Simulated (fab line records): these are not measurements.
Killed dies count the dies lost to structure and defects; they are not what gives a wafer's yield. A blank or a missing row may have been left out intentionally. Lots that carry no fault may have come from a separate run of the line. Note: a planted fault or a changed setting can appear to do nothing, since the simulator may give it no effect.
Matching of chambers + flow n5Finfet + N5_BEOL_M4_ALD_84 on aldMetal-02 has 4 sister chambers
The step deposits TaN, pulse time 2 s, purge time 3 s, co reactant purge time 2 s. 4 wafers are shown with their chamber, then 11 later ones without.

WAFERS, EACH WITH ITS CHAMBER
| wafer  | chamber | heaterPowerW (W) |
|--------|---------|------------------|
| L084.3 | 3       | 343              |
| L085.5 | 1       | 434              |
| L085.6 | 0       | 469              |
| L088.1 | 2       | 418              |

WAFERS WHOSE CHAMBER IS MISSING
| wafer  | heaterPowerW (W) |
|--------|------------------|
| L088.5 | 430              |
| L088.6 | 422              |
| L090.1 | 445              |
| L090.4 | 468              |
| L090.5 | 412              |
| L091.1 | 343              |
| L091.4 | 454              |
| L091.5 | 455              |
| L094.2 | 418              |
| L094.3 | 455              |
| L094.4 | 438              |

WHICH CHAMBER EACH WENT THROUGH
| wafer  | from the rows above          | in truth |
|--------|------------------------------|----------|
| L088.5 | can't be placed: 1 or 2      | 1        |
| L088.6 | can't be placed: 2 or 1      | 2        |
| L090.1 | can't be placed: 1 or 0 or 2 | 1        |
| L090.4 | 0                            | 0        |
| L090.5 | can't be placed: 2 or 1      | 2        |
| L091.1 | 3                            | 3        |
| L091.4 | can't be placed: 0 or 1      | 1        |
| L091.5 | can't be placed: 0 or 1      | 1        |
| L094.2 | can't be placed: 2 or 1      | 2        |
| L094.3 | can't be placed: 0 or 1      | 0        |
| L094.4 | can't be placed: 1 or 2      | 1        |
Correctly placed: 2 of 11. Can't be placed from these rows: 9 (the true chamber is among the candidates in 9). Number placed wrongly: 0.
How it was worked out, from the rows above alone: a wafer's distance from a chamber is the root of the sum, over the readings, of the square of ((its reading less the chamber's mean) divided by the reading's scatter). The wafer belongs to the nearest chamber; if the next one is less than 2 further off, it can't be placed. A chamber's mean is the mean of its shown wafers. The scatter: with one shown wafer a chamber, the root of the mean of the squares of how far each hidden wafer lies from its nearest shown one.
